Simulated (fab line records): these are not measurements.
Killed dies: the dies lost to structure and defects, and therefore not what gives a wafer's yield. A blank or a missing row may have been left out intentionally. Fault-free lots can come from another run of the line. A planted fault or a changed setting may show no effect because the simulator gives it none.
fab line records	flow n5_finfet
record: lots: 24	wafers: 72	last_day: 17
route steps=1938 shown BEOL_M2@866 BEOL_M3@945
lots that met no fault: from a run of the same line without faults
start_h: start of the lot's first displayed wafer, in hours after the record's first day	wait_h: hours since the lot's step before	" as in the row above	L1.1+2: several wafers, shown together as one row	- no value present, or no start provided	* or withheld: withheld	< > ~ a bound
route shown NAME@n: a module of which the file shows steps, and the number in the route of the first	usual: mean/standard deviation taken from wafers without a fault	same: alike in all rows	chamber/n: place in a boat	sites: the reading at each site	_std_site: the values' standard deviation	_edge_site: mean of outer sites minus mean of inner sites	radius_mm: for every site, how far away it sits from the centre of the wafer	mask NAME#n: copy n	behind: the tool/chamber that last shaped the wafer	hold: reason for holding the lot/hours on hold/outcome of the hold	device: which transistor (n, p or np) failed to switch	end of line: at the end of the route, the tests of the same wafers	a step with no rows: only its recipe	killed: not the wafer's yield, but the dies lost to structure and defects at the first sort	map: dies across one wafer; x = killed, . = not, _ = none there
set.NAME: the run value of the setting; set.NAME@STEP: its run value at that earlier step	model.NAME: the simulator's own value behind a step, which no gauge read
a sample of lots followed through the steps of the route, with each step as a table and each wafer as a row
services: the hour from which a tool's chamber was out of use, counted from the record's first day as start_h (under 0 if before that day), plus the number of hours and why
== steps ==
step: N5_BEOL_M2_CD_MEAS_18
recipe: pitch_nm: 36	target_cd_nm: 18
usual: cd_nm: 18.10/0.27
lot.wafer	tool	chamber	start_h	wait_h	cd_nm
L074.3	cd_sem-01	-	131.43	0.1	18.16
L074.4	"	-	"	"	17.77
L074.5	"	-	"	"	17.82
L075.2	cd_sem-01	-	148.65	0.1	17.89
L075.3	"	-	"	"	17.85
L075.5	"	-	"	"	18.32
L076.2	cd_sem-02	-	153.06	0.1	18.75
L076.4	"	-	"	"	18.34
L076.6	"	-	"	"	18.93
L077.2	cd_sem-01	-	155.49	0.1	17.94
L077.4	"	-	"	"	18.05
L077.5	"	-	"	"	17.93
L078.3	cd_sem-02	-	161.29	0.1	18.35
L078.4	"	-	"	"	18.24
L078.5	"	-	"	"	18.06
L079.1	cd_sem-02	-	165.05	0.1	18.23
L079.2	"	-	"	"	18.51
L079.6	"	-	"	"	17.94
L080.1	cd_sem-02	-	176.70	0.0	18.15
L080.2	"	-	"	"	18.57
L080.5	"	-	"	"	17.99
L082.1	cd_sem-01	-	179.86	0.0	18.38
L082.3	"	-	"	"	17.86
L082.6	"	-	"	"	18.36
L081.2	cd_sem-01	-	182.46	0.1	18.19
L081.3	"	-	"	"	18.20
L081.4	"	-	"	"	18.34
L083.2	cd_sem-02	-	184.08	0.1	17.85
L083.3	"	-	"	"	18.08
L083.6	"	-	"	"	18.14
L084.2	cd_sem-02	-	195.32	0.1	18.51
L084.3	"	-	"	"	18.39
L084.6	"	-	"	"	18.29
L085.1	cd_sem-01	-	202.47	0.0	17.58
L085.4	"	-	"	"	18.13
L085.5	"	-	"	"	17.61
L086.4	cd_sem-01	-	212.07	0.1	17.94
L086.5	"	-	"	"	18.14
L086.6	"	-	"	"	17.66
L087.3	cd_sem-02	-	212.61	0.1	18.18
L087.4	"	-	"	"	18.38
L087.6	"	-	"	"	18.30
L088.1	cd_sem-01	-	221.58	0.0	17.86
L088.4	"	-	"	"	17.35
L088.6	"	-	"	"	18.16
L089.1	cd_sem-02	-	224.86	0.0	18.13
L089.2	"	-	"	"	18.75
L089.4	"	-	"	"	17.88
L090.2	cd_sem-02	-	230.62	0.1	17.97
L090.3	"	-	"	"	18.13
L090.5	"	-	"	"	18.05
L091.1	cd_sem-02	-	234.88	0.0	17.99
L091.3	"	-	"	"	18.10
L091.6	"	-	"	"	17.95
L092.3	cd_sem-03	-	246.39	0.1	18.12
L092.5	"	-	"	"	18.11
L092.6	"	-	"	"	18.68
L094.1	cd_sem-03	-	248.51	0.0	18.15
L094.5	"	-	"	"	18.00
L094.6	"	-	"	"	18.06
L093.2	cd_sem-02	-	249.63	0.1	18.27
L093.4	"	-	"	"	17.90
L093.6	"	-	"	"	17.71
L095.2	cd_sem-02	-	255.28	0.1	17.88
L095.4	"	-	"	"	17.78
L095.6	"	-	"	"	18.21
L096.1	cd_sem-02	-	264.66	0.0	18.05
L096.2	"	-	"	"	17.53
L096.6	"	-	"	"	18.04
L097.2	cd_sem-03	-	278.97	0.1	18.08
L097.3	"	-	"	"	17.57
L097.5	"	-	"	"	17.72
step: N5_BEOL_M2_DESCUM_33
recipe: chemistry: O2	time_s: 7	source_power_w: 50	bias_power_w: 20	pressure_mtorr: 20	rf_frequency_hz: 2.712e+07	temp_c: 40	resist: CAR-EUV	o2_flow_sccm: 225
usual: drypump_motor_current_A: 5.9/0.46	oes_product_au: 0.77/0.072	rf_vpp_V: 243.3/1.3	showerhead_plenum_p_Torr: 2.10/0.068	throttle_valve_pct: 20.38/0.24
lot.wafer	tool	chamber	start_h	wait_h	drypump_motor_current_A	oes_product_au	rf_hours_counter_h	rf_vpp_V	showerhead_plenum_p_Torr	throttle_valve_pct
L074.3	rie_diel-04	2	131.88	0.0	5.7	0.69	232	244.9	2.15	20.17
L074.4	"	3	"	"	5.7	0.73	176	244.0	2.17	20.15
L074.5	"	1	"	"	5.7	0.80	-	242.9	2.10	20.60
L075.2	rie_diel-04	3	149.26	0.1	5.6	0.73	182	245.1	2.17	20.15
L075.3	"	2	"	"	5.7	0.69	239	244.2	2.15	20.20
L075.5	"	0	"	"	6.6	0.71	-	242.1	1.99	20.23
L076.2	rie_diel-04	1	153.50	0.0	5.7	0.78	121	242.3	2.09	20.63
L076.4	"	3	"	"	5.7	0.73	184	243.6	2.17	20.14
L076.6	"	0	"	"	6.6	0.71	-	240.0	1.99	20.23
L077.2	rie_diel-05	0	156.05	0.0	5.6	0.83	78	242.2	2.03	20.19
L077.4	"	1	"	"	6.3	0.69	246	244.5	2.15	20.51
L077.5	"	0	"	"	5.6	0.84	-	243.3	2.03	20.20
L078.3	rie_diel-04	0	161.75	0.0	6.6	0.71	-	240.9	1.98	20.24
L078.4	"	2	"	"	5.8	0.68	-	242.9	2.15	20.20
L078.5	"	2	"	"	5.7	0.68	-	243.4	2.15	20.19
L079.1	rie_diel-05	2	165.62	0.0	6.6	0.78	139	243.1	2.10	20.40
L079.2	"	1	"	"	6.3	0.69	250	243.8	2.15	20.52
L079.6	"	3	"	"	5.5	0.79	-	244.3	2.20	20.55
L080.1	rie_diel-04	1	177.15	0.0	5.7	0.78	127	244.6	2.09	20.65
L080.2	"	3	"	"	5.7	0.72	189	244.3	2.17	20.16
L080.5	"	1	"	"	5.7	0.78	-	241.7	2.09	20.62
L082.1	rie_diel-05	3	180.31	0.0	5.6	0.79	127	245.1	2.20	20.56
L082.3	"	2	"	"	6.6	0.77	147	244.0	2.09	20.41
L082.6	"	2	"	"	6.6	0.77	-	242.4	2.10	20.42
L081.2	rie_diel-04	0	183.03	0.0	6.6	0.70	230	242.1	1.98	20.27
L081.3	"	1	"	"	5.7	0.78	130	243.8	2.09	20.64
L081.4	"	1	"	"	5.7	0.78	-	243.6	2.09	20.63
L083.2	rie_diel-04	1	184.66	0.0	5.7	0.78	131	242.7	2.09	20.64
L083.3	"	0	"	"	6.6	0.69	231	242.3	1.98	20.27
L083.6	"	3	"	"	5.7	0.73	-	244.6	2.17	20.16
L084.2	rie_diel-05	3	196.26	0.5	5.6	0.77	136	245.3	2.20	20.58
L084.3	"	2	"	"	6.6	0.76	156	243.7	2.09	20.43
L084.6	"	1	"	"	6.3	0.99	-	245.4	2.15	20.13
L085.1	rie_diel-04	0	203.14	0.1	6.6	0.69	241	242.4	1.98	20.28
L085.4	"	1	"	"	5.7	0.77	142	244.7	2.09	20.66
L085.5	"	0	"	"	6.6	0.69	-	241.6	1.98	20.27
L086.4	rie_diel-04	0	212.91	0.3	6.6	0.69	-	241.4	1.98	20.29
L086.5	"	3	"	"	5.7	0.71	-	245.2	2.16	20.19
L086.6	"	1	"	"	5.7	0.76	-	244.4	2.09	20.66
L087.3	rie_diel-05	2	213.09	0.1	6.6	0.76	164	242.7	2.09	20.44
L087.4	"	1	"	"	6.2	0.94	11	244.2	2.15	20.13
L087.6	"	0	"	"	5.6	0.81	-	241.5	2.02	20.24
L088.1	rie_diel-01	2	222.34	0.2	6.6	0.69	211	243.1	2.08	20.50
L088.4	"	2	"	"	6.5	0.69	-	242.4	2.08	20.50
L088.6	"	1	"	"	6.6	0.84	-	244.3	2.13	20.80
L089.1	rie_diel-04	2	225.67	0.4	5.7	0.91	12	243.1	2.14	19.93
L089.2	"	0	"	"	6.6	0.68	250	240.9	1.97	20.30
L089.4	"	3	"	"	5.7	0.71	212	243.0	2.16	20.21
L090.2	rie_diel-04	3	231.11	0.1	5.7	0.70	215	244.2	2.16	20.21
L090.3	"	2	"	"	5.8	0.89	15	245.3	2.14	19.94
L090.5	"	3	"	"	5.7	0.71	-	243.7	2.16	20.20
L091.1	rie_diel-04	2	235.33	0.0	5.7	0.90	16	244.5	2.14	19.96
L091.3	"	3	"	"	5.7	0.70	216	244.4	2.16	20.21
L091.6	"	2	"	"	5.7	0.90	-	245.3	2.14	19.92
L092.3	rie_diel-01	2	246.96	0.0	6.6	0.69	218	241.9	2.08	20.51
L092.5	"	0	"	"	5.5	0.85	-	243.8	2.11	20.70
L092.6	"	3	"	"	5.1	0.70	-	240.9	1.98	20.48
L094.1	rie_diel-04	3	249.07	0.0	5.7	0.70	223	245.8	2.15	20.21
L094.5	"	1	"	"	5.7	0.75	-	243.6	2.08	20.67
L094.6	"	2	"	"	5.7	0.88	-	244.2	2.14	19.98
L093.2	rie_diel-05	0	250.25	0.2	5.6	0.81	113	242.5	2.01	20.24
L093.4	"	3	"	"	5.6	0.76	157	243.5	2.19	20.61
L093.6	"	2	"	"	6.5	0.74	-	244.9	2.08	20.46
L095.2	rie_diel-01	3	255.72	0.0	5.1	0.70	242	241.3	1.98	20.51
L095.4	"	1	"	"	6.6	0.81	86	242.3	2.13	20.84
L095.6	"	1	"	"	6.6	0.82	-	243.9	2.12	20.83
L096.1	rie_diel-01	2	265.23	0.0	6.6	0.69	225	243.0	2.08	20.52
L096.2	"	3	"	"	5.1	0.70	245	241.1	1.98	20.53
L096.6	"	3	"	"	5.1	0.71	-	241.6	1.98	20.52
L097.2	rie_diel-05	0	279.55	0.0	5.6	0.79	122	242.5	2.01	20.26
L097.3	"	3	"	"	5.5	0.75	166	245.1	2.19	20.62
L097.5	"	1	"	"	6.2	0.90	-	242.8	2.14	20.18
step: N5_BEOL_M2_PRE_CLEAN_60
recipe: gas: NH3/H2	time_s: 15	temp_c: *	rf_power_w: 300
usual: heater_power_w: 100/31
lot.wafer	tool	chamber	start_h	wait_h	heater_power_w
L074.3	cvd_co-01	0	139.73	0.0	97
L074.4	"	2	"	"	57
L074.5	"	0	"	"	97
L075.2	cvd_co-01	0	155.00	0.0	96
L075.3	"	2	"	"	58
L075.5	"	0	"	"	100
L076.2	cvd_co-01	1	158.46	0.0	96
L076.4	"	2	"	"	58
L076.6	"	0	"	"	96
L077.2	cvd_co-01	0	161.22	0.0	97
L077.4	"	0	"	"	97
L077.5	"	2	"	"	58
L078.3	cvd_co-01	0	167.57	0.0	97
L078.4	"	0	"	"	99
L078.5	"	1	"	"	97
L079.1	cvd_co-02	0	175.64	0.0	96
L079.2	"	1	"	"	151
L079.6	"	1	"	"	151
L080.1	cvd_co-02	1	182.33	0.0	153
L080.2	"	2	"	"	76
L080.5	"	1	"	"	151
L082.1	cvd_co-02	1	185.92	0.0	149
L082.3	"	2	"	"	72
L082.6	"	2	"	"	76
L081.2	cvd_co-01	0	188.07	0.0	98
L081.3	"	2	"	"	59
L081.4	"	1	"	"	95
L083.2	cvd_co-02	2	191.18	0.0	76
L083.3	"	1	"	"	152
L083.6	"	2	"	"	76
L084.2	cvd_co-01	2	204.11	0.0	57
L084.3	"	0	"	"	96
L084.6	"	0	"	"	95
L085.1	cvd_co-02	1	209.02	0.0	152
L085.4	"	0	"	"	95
L085.5	"	1	"	"	147
L086.4	cvd_co-02	2	220.28	0.1	74
L086.5	"	1	"	"	149
L086.6	"	0	"	"	98
L087.3	cvd_co-02	2	221.14	0.0	77
L087.4	"	1	"	"	155
L087.6	"	2	"	"	76
L089.1	cvd_co-01	0	231.42	0.0	96
L089.2	"	1	"	"	98
L089.4	"	1	"	"	96
L088.1	cvd_co-02	2	231.65	0.0	77
L088.4	"	1	"	"	154
L088.6	"	0	"	"	98
L090.2	cvd_co-02	2	236.72	0.0	77
L090.3	"	1	"	"	153
L090.5	"	1	"	"	151
L091.1	cvd_co-02	1	240.52	0.0	151
L091.3	"	0	"	"	98
L091.6	"	0	"	"	95
L092.3	cvd_co-01	0	253.05	0.0	96
L092.5	"	2	"	"	58
L092.6	"	0	"	"	97
L094.1	cvd_co-02	0	257.73	0.0	99
L094.5	"	0	"	"	96
L094.6	"	1	"	"	150
L093.2	cvd_co-02	1	261.32	0.0	149
L093.4	"	0	"	"	98
L093.6	"	0	"	"	97
L095.2	cvd_co-02	1	266.62	0.0	149
L095.4	"	0	"	"	99
L095.6	"	0	"	"	99
L096.1	cvd_co-02	1	271.30	0.0	153
L096.2	"	2	"	"	76
L096.6	"	0	"	"	99
L097.2	cvd_co-01	2	285.98	0.0	61
L097.3	"	0	"	"	97
L097.5	"	1	"	"	96
step: N5_BEOL_M2_INSPECT_59
recipe: inspect_instrument: darkfield	mode: post_dep
usual: raw_defect_count: 67/24
lot.wafer	tool	chamber	start_h	wait_h	raw_defect_count
L074.3	defect_inspect-02	-	139.98	0.0	37
L074.4	"	-	"	"	72
L074.5	"	-	"	"	57
L075.2	defect_inspect-01	-	155.25	0.0	60
L075.3	"	-	"	"	69
L075.5	"	-	"	"	70
L076.2	defect_inspect-02	-	158.71	0.0	68
L076.4	"	-	"	"	52
L076.6	"	-	"	"	60
L077.2	defect_inspect-01	-	161.49	0.0	61
L077.4	"	-	"	"	48
L077.5	"	-	"	"	48
L078.3	defect_inspect-01	-	167.82	0.0	32
L078.4	"	-	"	"	50
L078.5	"	-	"	"	45
L079.1	defect_inspect-02	-	175.92	0.0	75
L079.2	"	-	"	"	44
L079.6	"	-	"	"	63
L080.1	defect_inspect-02	-	182.58	0.0	94
L080.2	"	-	"	"	132
L080.5	"	-	"	"	85
L082.1	defect_inspect-02	-	186.26	0.0	98
L082.3	"	-	"	"	71
L082.6	"	-	"	"	118
L081.2	defect_inspect-02	-	188.32	0.0	59
L081.3	"	-	"	"	36
L081.4	"	-	"	"	53
L083.2	defect_inspect-01	-	191.49	0.0	109
L083.3	"	-	"	"	59
L083.6	"	-	"	"	59
L084.2	defect_inspect-01	-	204.39	0.0	117
L084.3	"	-	"	"	60
L084.6	"	-	"	"	62
L085.1	defect_inspect-02	-	209.28	0.0	22
L085.4	"	-	"	"	44
L085.5	"	-	"	"	52
L086.4	defect_inspect-02	-	220.51	0.0	96
L086.5	"	-	"	"	59
L086.6	"	-	"	"	87
L087.3	defect_inspect-02	-	221.39	0.0	37
L087.4	"	-	"	"	80
L087.6	"	-	"	"	23
L089.1	defect_inspect-01	-	231.67	0.0	65
L089.2	"	-	"	"	70
L089.4	"	-	"	"	79
L088.1	defect_inspect-01	-	231.89	0.0	35
L088.4	"	-	"	"	64
L088.6	"	-	"	"	83
L090.2	defect_inspect-02	-	236.97	0.0	87
L090.3	"	-	"	"	71
L090.5	"	-	"	"	57
L091.1	defect_inspect-01	-	240.77	0.0	30
L091.3	"	-	"	"	49
L091.6	"	-	"	"	57
L092.3	defect_inspect-01	-	253.30	0.0	101
L092.5	"	-	"	"	117
L092.6	"	-	"	"	95
L094.1	defect_inspect-01	-	258.03	0.0	62
L094.5	"	-	"	"	54
L094.6	"	-	"	"	62
L093.2	defect_inspect-02	-	261.62	0.0	66
L093.4	"	-	"	"	24
L093.6	"	-	"	"	44
L095.2	defect_inspect-02	-	266.92	0.0	58
L095.4	"	-	"	"	79
L095.6	"	-	"	"	93
L096.1	defect_inspect-01	-	271.54	0.0	61
L096.2	"	-	"	"	45
L096.6	"	-	"	"	41
L097.2	defect_inspect-01	-	286.23	0.0	80
L097.3	"	-	"	"	121
L097.5	"	-	"	"	88
step: N5_BEOL_M3_OVL_MEAS_12
recipe: points_per_wafer: 522
usual: M3_OVL: 0.0/0.74
lot.wafer	tool	chamber	start_h	wait_h	M3_OVL[nm]
L074.3	overlay-02	0	141.04	0.0	0.6
L074.4	"	0	"	"	0.9
L074.5	"	0	"	"	0.9
L075.2	overlay-02	0	156.02	0.0	-0.3
L075.3	"	0	"	"	-0.1
L075.5	"	0	"	"	0.0
L076.2	overlay-02	0	160.68	0.0	-0.4
L076.4	"	0	"	"	0.1
L076.6	"	0	"	"	0.3
L077.2	overlay-01	0	164.37	0.0	-0.5
L077.4	"	0	"	"	-0.6
L077.5	"	0	"	"	-0.4
L078.3	overlay-01	0	169.17	0.0	-1.4
L078.4	"	0	"	"	-1.5
L078.5	"	0	"	"	-1.3
L079.1	overlay-02	0	177.04	0.0	0.7
L079.2	"	0	"	"	-0.4
L079.6	"	0	"	"	0.4
L080.1	overlay-02	0	184.47	0.0	0.4
L080.2	"	0	"	"	1.5
L080.5	"	0	"	"	1.2
L082.1	overlay-02	0	187.92	0.0	-0.7
L082.3	"	0	"	"	-1.5
L082.6	"	0	"	"	-1.4
L081.2	overlay-01	0	190.98	0.0	0.5
L081.3	"	0	"	"	0.0
L081.4	"	0	"	"	0.1
L083.2	overlay-02	0	192.11	0.0	-0.1
L083.3	"	0	"	"	0.0
L083.6	"	0	"	"	-0.2
L084.2	overlay-02	0	205.70	0.0	-1.0
L084.3	"	0	"	"	0.5
L084.6	"	0	"	"	-0.1
L085.1	overlay-02	0	211.42	0.0	-0.3
L085.4	"	0	"	"	-0.3
L085.5	"	0	"	"	-0.1
L086.4	overlay-01	0	222.88	0.0	0.3
L086.5	"	0	"	"	0.6
L086.6	"	0	"	"	0.3
L087.3	overlay-01	0	223.05	0.0	-0.2
L087.4	"	0	"	"	-1.2
L087.6	"	0	"	"	-0.5
L089.1	overlay-02	0	232.36	0.0	-0.6
L089.2	"	0	"	"	0.0
L089.4	"	0	"	"	-0.3
L088.1	overlay-02	0	233.67	0.0	-1.2
L088.4	"	0	"	"	-1.0
L088.6	"	0	"	"	-1.3
L090.2	overlay-02	0	237.95	0.0	-0.1
L090.3	"	0	"	"	0.8
L090.5	"	0	"	"	0.5
L091.1	overlay-01	0	242.85	0.0	0.4
L091.3	"	0	"	"	0.1
L091.6	"	0	"	"	-0.3
L092.3	overlay-01	0	254.53	0.0	0.3
L092.5	"	0	"	"	-0.6
L092.6	"	0	"	"	-0.2
L094.1	overlay-01	0	261.04	0.0	0.5
L094.5	"	0	"	"	1.5
L094.6	"	0	"	"	0.4
L093.2	overlay-02	0	262.57	0.0	-0.1
L093.4	"	0	"	"	-0.2
L093.6	"	0	"	"	0.1
L095.2	overlay-02	0	268.40	0.0	1.2
L095.4	"	0	"	"	0.7
L095.6	"	0	"	"	-0.3
L096.1	overlay-01	0	272.26	0.0	-1.6
L096.2	"	0	"	"	-0.7
L096.6	"	0	"	"	-0.8
L097.2	overlay-02	0	287.96	0.0	0.1
L097.3	"	0	"	"	1.1
L097.5	"	0	"	"	0.7
step: N5_BEOL_M3_DESCUM_16
recipe: chemistry: O2	time_s: 7	source_power_w: 50	bias_power_w: 20	pressure_mtorr: 20	rf_frequency_hz: 2.712e+07	temp_c: 40	resist: CAR-EUV	o2_flow_sccm: 225
usual: drypump_motor_current_A: 5.9/0.39	oes_product_au: 0.82/0.082	rf_vpp_V: 243.8/1.5	showerhead_plenum_p_Torr: 2.14/0.085	throttle_valve_pct: 20.34/0.22
lot.wafer	tool	chamber	start_h	wait_h	drypump_motor_current_A	oes_product_au	rf_hours_counter_h	rf_vpp_V	showerhead_plenum_p_Torr	throttle_valve_pct
L074.3	rie_diel-02	1	141.25	0.2	6.3	0.76	-	244.0	2.19	20.07
L074.4	"	0	"	"	6.0	0.85	-	245.6	2.22	20.08
L074.5	"	1	"	"	6.3	0.77	-	245.3	2.19	20.07
L075.2	rie_diel-02	0	156.18	0.1	6.1	0.85	64	246.1	2.21	20.10
L075.3	"	1	"	"	6.3	0.76	142	244.5	2.18	20.08
L075.5	"	1	"	"	6.2	0.76	-	245.6	2.18	20.07
L076.2	rie_diel-02	2	160.96	0.2	6.2	0.75	181	242.2	1.99	20.74
L076.4	"	0	"	"	6.0	0.85	66	244.3	2.21	20.11
L076.6	"	2	"	"	6.2	0.75	-	242.4	1.99	20.72
L077.2	rie_diel-06	1	164.45	0.0	6.1	0.92	18	242.6	2.14	20.08
L077.4	"	3	"	"	5.8	0.83	82	245.4	2.21	20.17
L077.5	"	3	"	"	5.8	0.83	-	245.2	2.21	20.18
L078.3	rie_diel-06	3	169.25	0.0	5.9	0.83	83	244.4	2.21	20.18
L078.4	"	1	"	"	6.1	0.92	18	242.2	2.14	20.08
L078.5	"	3	"	"	5.9	0.83	-	244.2	2.21	20.18
L079.1	rie_diel-06	3	177.13	0.0	5.9	0.84	85	244.9	2.21	20.18
L079.2	"	1	"	"	6.2	0.92	21	244.1	2.14	20.10
L079.6	"	2	"	"	5.2	0.89	-	243.8	2.14	20.38
L080.1	rie_diel-03	2	185.73	1.2	5.3	0.75	149	242.3	2.01	20.51
L080.2	"	1	"	"	5.9	0.73	168	243.6	2.18	20.67
L080.5	"	1	"	"	5.9	0.73	-	244.0	2.18	20.65
L082.1	rie_diel-02	1	188.73	0.8	6.2	0.75	154	245.7	2.18	20.09
L082.3	"	3	"	"	5.5	0.96	12	244.8	2.24	20.28
L082.6	"	3	"	"	5.5	0.97	-	244.5	2.24	20.30
L081.2	rie_diel-02	3	191.07	0.0	5.6	0.96	13	244.2	2.24	20.29
L081.3	"	0	"	"	6.1	0.84	77	244.6	2.21	20.11
L081.4	"	2	"	"	6.2	0.75	193	241.2	1.99	20.75
L083.2	rie_diel-02	2	192.20	0.0	6.2	0.73	193	241.6	1.99	20.75
L083.3	"	0	"	"	6.0	0.83	78	244.5	2.21	20.12
L083.6	"	0	"	"	6.0	0.83	-	244.8	2.21	20.12
L084.2	rie_diel-02	2	205.85	0.1	6.2	0.73	197	241.6	1.99	20.75
L084.3	"	1	"	"	6.2	0.74	159	244.4	2.18	20.11
L084.6	"	3	"	"	5.6	0.93	-	244.1	2.24	20.29
L085.1	rie_diel-06	0	211.51	0.0	5.9	0.67	244	243.9	2.06	20.60
L085.4	"	1	"	"	6.1	0.91	26	243.5	2.13	20.10
L085.5	"	2	"	"	5.2	0.88	-	242.9	2.13	20.40
L086.4	rie_diel-02	0	223.27	0.3	6.0	0.82	84	246.0	2.21	20.12
L086.5	"	3	"	"	5.6	0.92	-	245.6	2.24	20.30
L086.6	"	0	"	"	6.0	0.82	-	245.2	2.21	20.14
L087.3	rie_diel-06	2	223.43	0.3	5.2	0.86	50	241.8	2.13	20.40
L087.4	"	3	"	"	5.8	0.82	94	244.5	2.21	20.19
L087.6	"	1	"	"	6.2	0.90	-	244.3	2.13	20.10
L089.1	rie_diel-06	3	232.45	0.0	5.8	0.81	97	244.8	2.20	20.20
L089.2	"	2	"	"	5.2	0.85	54	242.8	2.13	20.40
L089.4	"	1	"	"	6.2	0.89	-	244.5	2.13	20.10
L088.1	rie_diel-02	1	233.87	0.1	6.3	0.73	170	244.9	2.17	20.13
L088.4	"	0	"	"	6.0	0.80	88	244.5	2.20	20.14
L088.6	"	3	"	"	5.6	0.91	-	244.4	2.23	20.31
L090.2	rie_diel-02	3	238.04	0.0	5.5	0.91	30	245.2	2.23	20.32
L090.3	"	0	"	"	6.0	0.82	90	245.1	2.20	20.14
L090.5	"	0	"	"	6.1	0.81	-	245.2	2.20	20.15
L091.1	rie_diel-03	1	243.00	0.1	5.9	0.72	186	244.5	2.17	20.67
L091.3	"	2	"	"	5.3	0.74	166	240.9	2.01	20.56
L091.6	"	1	"	"	5.9	0.72	-	244.7	2.17	20.68
L092.3	rie_diel-03	3	254.61	0.0	5.4	0.91	17	242.7	2.05	20.41
L092.5	"	2	"	"	5.3	0.74	-	241.7	2.00	20.56
L092.6	"	3	"	"	5.4	0.92	-	243.1	2.05	20.39
L094.1	rie_diel-02	1	261.13	0.0	6.2	0.73	179	246.5	2.17	20.16
L094.5	"	3	"	"	5.6	0.89	-	244.9	2.23	20.34
L094.6	"	0	"	"	6.0	0.81	-	244.5	2.20	20.16
L093.2	rie_diel-03	1	262.65	0.0	5.9	0.72	192	244.3	2.17	20.70
L093.4	"	2	"	"	5.3	0.73	172	240.6	2.00	20.57
L093.6	"	2	"	"	5.3	0.74	-	242.3	2.00	20.54
L095.2	rie_diel-02	0	268.48	0.0	6.0	0.81	99	245.6	2.20	20.13
L095.4	"	1	"	"	6.3	0.72	181	244.9	2.17	20.13
L095.6	"	3	"	"	5.6	0.89	-	245.4	2.23	20.33
L096.1	rie_diel-03	0	273.07	0.8	6.6	0.85	52	242.6	2.04	20.34
L096.2	"	3	"	"	5.4	0.90	22	243.6	2.05	20.42
L096.6	"	2	"	"	5.3	0.74	-	242.5	2.00	20.55
L097.2	rie_diel-06	3	288.05	0.0	5.8	0.79	115	244.5	2.20	20.23
L097.3	"	2	"	"	5.2	0.83	73	243.3	2.12	20.43
L097.5	"	2	"	"	5.2	0.83	-	243.9	2.12	20.45
== services ==
tool	chamber	start_h	hours	kind
rie_diel-02	1	113.73	15.6	repair
rie_diel-06	2	117.42	1.2	repair
rie_diel-05	2	119.71	1.5	repair
rie_diel-02	3	153.75	1.5	repair
rie_diel-04	1	160.26	9.4	repair
cvd_co-01	2	178.45	2.3	repair
rie_diel-06	-	179.18	14.6	pm
cvd_co-02	0	183.03	9.2	repair
cvd_co-02	-	192.72	6.9	pm
rie_diel-02	0	201.01	9.1	repair
rie_diel-04	2	210.03	5.3	repair
rie_diel-04	1	217.31	5.0	repair
rie_diel-02	2	223.76	6.1	repair
cvd_co-01	-	234.99	6.0	pm
rie_diel-02	2	237.18	4.4	repair
rie_diel-06	2	241.17	1.2	repair
cvd_co-02	2	248.60	21.1	repair
cvd_co-01	-	249.98	0.8	repair
rie_diel-06	3	259.63	4.8	repair
rie_diel-04	1	265.61	2.8	repair
rie_diel-04	1	270.86	4.3	repair
cvd_co-02	-	271.48	0.3	repair
rie_diel-04	3	283.85	4.2	repair
cvd_co-01	-	285.36	0.6	repair
== key ==
fault none
